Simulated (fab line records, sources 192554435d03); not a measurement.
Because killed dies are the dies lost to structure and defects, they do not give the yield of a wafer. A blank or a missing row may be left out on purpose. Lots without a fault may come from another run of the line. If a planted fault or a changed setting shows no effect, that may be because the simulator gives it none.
Struck lot and sound lot, side by side || flow n5_finfet || 37 steps out of a route of 1938
Sound: wafers L485.1, L485.2, L485.4. Struck: wafers L481.2, L481.4, L481.5. The cause is named last.
At each step with rows: each side's tool, then ch and its chambers, then its first start. Under that, the readings that differ: sound wafers || struck wafers || difference of the means || sigmas: that difference in standard deviations of wafers without a fault.
alike: same words and numbers on both sides, and readings whose means sit less than 2 such deviations apart. not compared: any withheld reading, any reading some wafer has no value for, any bound like >300 that may hide the same value, and any number with overlapping values for which the record gives no deviation.
The two part at a step that has a row with sigmas, a row that says differs or no value, or rows on one side only. Numbers that have no deviation but don't overlap get no sigmas and don't part them. A reading missing from all wafers of one side parts the sides only when that side holds two or more wafers.

first, 9 steps without rows for these wafers: N5_BEOL_M4_ANNEAL_95 (time 240 s); N5_BEOL_M4_SPUTTER_96 (material Cu, target thk 4.5 nm, time 8.29 s); N5_BEOL_M4_ECD_50 (material Cu, target thk 300 nm); N5_BEOL_M4_ANNEAL_51 (time 90 s); N5_BEOL_M4_CMP_52 (polishes, stops on SiOC, t overpolish 6.8 s, target thk 40 nm); N5_BEOL_M4_PRE_CLEAN_60 (time 15 s); N5_BEOL_M4_CO_CAP_55 (material Co, precursor CCTBA/H2, target thk 2 nm, time 102.1 s); N5_BEOL_M4_PRE_CLEAN_56 (time 15 s); N5_BEOL_M4_DEP_57 (deposits SiCN from 3MS/NH3, target thk 8 nm, time 14 s).
N5_BEOL_M4_RC_MEAS_101:
  sound on prober-01 ch 0, day 14 03:54; struck on prober-02 ch 0, day 13 16:05
  alike: DIBL_N, DIBL_P, IOFF_N, IOFF_P, ION_N, ION_P, SS_N, SS_P, VT_N, VT_P
then, 24 steps without rows for these wafers: N5_BEOL_M5_ILD_DEP_00 (deposits SiCOH lowk from DEMS/porogen, target thk 140.64 nm, time 25.9 s); N5_BEOL_M5_CURE_79 (cures SiCOH lowk, time 240 s); N5_BEOL_M5_PECVD_70 (deposits SiO2 from TEOS/O2, target thk 16 nm, time 18 s); N5_BEOL_M5_HM_DEP_02 (deposits TiN, target thk 20 nm); N5_BEOL_M5_COAT_59 (time 60 s, resist thk 60 nm); N5_BEOL_M5_COAT_60 (time 60 s, resist thk 12 nm); N5_BEOL_M5_COAT_71 (time 60 s, resist thk 5 nm); N5_BEOL_M5_COAT_05 (resist thk 30 nm); N5_BEOL_M5_EBR_07; N5_BEOL_M5_SOFTBAKE_06 (time 60 s); N5_BEOL_M5_EXPOSE_08 (exposes mask M5, target cd 28 nm); N5_BEOL_M5_PEB_09 (peb time 60 s); N5_BEOL_M5_DEVELOP_10 (develop time 30 s); N5_BEOL_M5_DESCUM_16 (chemistry O2, time 7 s); N5_BEOL_M5_ETCH_72 (etches underlayer in N2/H2, target depth 6.5 nm, time 5.2 s); N5_BEOL_M5_ETCH_61 (etches SiARC in CF4, target depth 15.6 nm, time 26 s); N5_BEOL_M5_ETCH_62 (etches SOC in N2/H2, target depth 75 nm, overetch 15 nm, time 112.5 s); N5_BEOL_M5_STRIP_63 (strips in N2/H2); N5_BEOL_M5_STRIP_73 (strips in N2/H2); N5_BEOL_M5_STRIP_64 (strips in CF4); N5_BEOL_M5_HM_OPEN_17 (chemistry Cl2/BCl3, target TiN, target depth 20 nm, overetch 6 nm); N5_BEOL_M5_STRIP_19 (strips in O2); N5_BEOL_M5_COAT_65 (time 60 s, resist thk 60 nm); N5_BEOL_M5_COAT_66 (time 60 s, resist thk 12 nm).
-- here the record skips 2 days between the struck wafers' starts before and after, leaving off in module BEOL_M5 and picking up in module BEOL_M10 (first step shown: number 1470 of the route) --
N5_BEOL_M10_ILD_DEP_00: deposits SiCOH lowk from DEMS/porogen, target thk 308.51 nm, time 58 s.
  sound on pecvd-04 ch 0,1, day 16 09:13; struck on pecvd-02 ch 0,1,2, day 15 19:27
  no value came back on the struck wafers for any of 5 readings (chamber_pressure_Torr (Torr), heater_power_outer_w (W) and others); on the sound wafers chamber_pressure_Torr (Torr) reads 5.000 4.991 5.018
N5_BEOL_M10_OCD_MEAS_38:
  sound on ocd-02 at day 16 12:32; struck on ocd-02 at day 16 01:17
{"reading": "trench_depth_nm (nm)", "sound": "146.4 147.9 145.5", "struck": "- - -", "difference": "no value on the struck wafers", "sigmas": ""}
-- record jumps: 2 days separate the struck wafers' starts on either side; left off in module BEOL_M10, taken up again in module PASSIVATION, whose first shown step is the route's number 1936 --
N5_PASSIVATION_PROBE_49:
  the record has rows for the struck wafers here (prober-02, day 18 08:53) and none for the sound ones

## WHERE THEY PART
At N5_BEOL_M10_ILD_DEP_00 first; at N5_PASSIVATION_PROBE_49 last (within this record only).

WHY: what had been put in by the simulator
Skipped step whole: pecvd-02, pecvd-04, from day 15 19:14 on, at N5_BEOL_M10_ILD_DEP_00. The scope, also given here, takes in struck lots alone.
